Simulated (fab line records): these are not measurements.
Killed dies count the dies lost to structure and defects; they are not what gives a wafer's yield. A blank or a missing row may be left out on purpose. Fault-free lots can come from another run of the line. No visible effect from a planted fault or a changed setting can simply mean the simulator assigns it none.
Comparing a struck lot with a sound one | flow n5 finfet | 21 steps out of a route of 1938
Sound: wafers L425.3, L425.4, L425.6. Wafers struck: L430.2, L430.4, L430.6. At the end, the cause is stated.
Each step with rows lists, per side, the tool, then ch with its chambers, then its first start. Under that, the readings that differ: sound wafers | struck wafers | difference of the means | sigmas: that difference in standard deviations of wafers without a fault.
alike: readings with means less than 2 such deviations apart, plus words and numbers identical on both sides. not compared: withheld readings, readings lacking a value on some wafer, bounds such as >300 that could conceal the same value, and numbers that have no deviation in the record and whose values overlap.
Wherever a step has rows on one side only, a row that says differs or no value, or a row with sigmas, the two part there. Non-overlapping numbers with no deviation appear without sigmas and do not part them. A reading that every wafer of one side lacks parts them only if that side has two wafers or more.

first, 9 steps without rows for these wafers: N5_BEOL_M1_PRE_CLEAN_60 (time 15 s); N5_BEOL_M1_CO_CAP_55 (material Co, precursor CCTBA/H2, target thk 2 nm, time 102.1 s); N5_BEOL_M1_PRE_CLEAN_56 (time 15 s); N5_BEOL_M1_DEP_57 (deposits SiCN from 3MS/NH3, target thk 8 nm, time 14 s); N5_BEOL_M2_ILD_DEP_00 (deposits SiOC from DEMS/O2, target thk 79 nm, time 15.3 s); N5_BEOL_M2_PECVD_72 (deposits SiO2 from TEOS/O2, target thk 16 nm, time 18 s); N5_BEOL_M2_HM_DEP_02 (deposits TiN, target thk 20 nm); N5_BEOL_M2_COAT_61 (time 60 s, resist thk 60 nm); N5_BEOL_M2_COAT_62 (time 60 s, resist thk 12 nm).
N5_BEOL_M2_COAT_73: time 60 s, resist thk 5 nm.
  sound on litho track-02 ch 0, day 7 06:08; struck on litho track-02 ch 0, day 8 23:53
  reading              | sound                | struck               | difference | sigmas
  spin speed rpm (rpm) | 1499.8 1500.1 1499.8 | 1389.1 1386.5 1388.3 | -111.9     | -99 or more
  alike: heater power total W
then, 7 steps without rows for these wafers: N5_BEOL_M2_COAT_05 (resist thk 30 nm); N5_BEOL_M2_EBR_07; N5_BEOL_M2_SOFTBAKE_06 (time 60 s); N5_BEOL_M2_EXPOSE_08 (exposes mask M2); N5_BEOL_M2_PEB_09 (peb time 60 s); N5_BEOL_M2_DEVELOP_10 (develop time 30 s); N5_BEOL_M2_DESCUM_16 (chemistry O2, time 7 s).
N5_BEOL_M2_ETCH_74: etches underlayer in N2/H2, target depth 6.5 nm, time 5.2 s.
  sound on rie diel-02 ch 0,1,3, day 7 06:33; struck on rie diel-06 ch 1,2, day 9 00:28
  reading                  | sound             | struck            | difference | sigmas
  model.etch.depth nm (nm) | 4.975 4.983 4.994 | 5.181 5.184 5.208 | +0.207     |
  alike: drypump motor current A, etch rf on time s, h2 flow sccm, oes product au, rf vpp V, showerhead plenum p Torr, throttle valve pct
  not compared: rf hours counter h
then, 1 step without rows for these wafers: N5_BEOL_M2_ETCH_63 (etches SiARC in CF4, target depth 15.6 nm, time 26 s).
N5_BEOL_M4_RC_MEAS_101:
  sound on prober-02 ch 0, day 8 19:25; struck on prober-01 ch 0, day 10 11:53
  alike: DIBL_N, DIBL_P, IOFF_N, IOFF_P, ION_N, ION_P, SS_N, SS_P, VT_N, VT_P
-- the record jumps here: 4 days lie between the struck wafers' starts before and after (it left off in module BEOL_M4 and takes up again in module PASSIVATION, whose first step shown is number 1936 of the route) --
N5_PASSIVATION_PROBE_49:
  only the struck wafers here have rows in the record (prober-01, day 14 13:43); the sound ones have none

## WHERE THEY PART
At N5_BEOL_M2_COAT_73 first; at N5_PASSIVATION_PROBE_49 last (within this record only).

WHY: what had been put in by the simulator
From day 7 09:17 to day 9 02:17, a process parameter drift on litho track-02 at N5_BEOL_M2_COAT_73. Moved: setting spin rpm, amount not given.
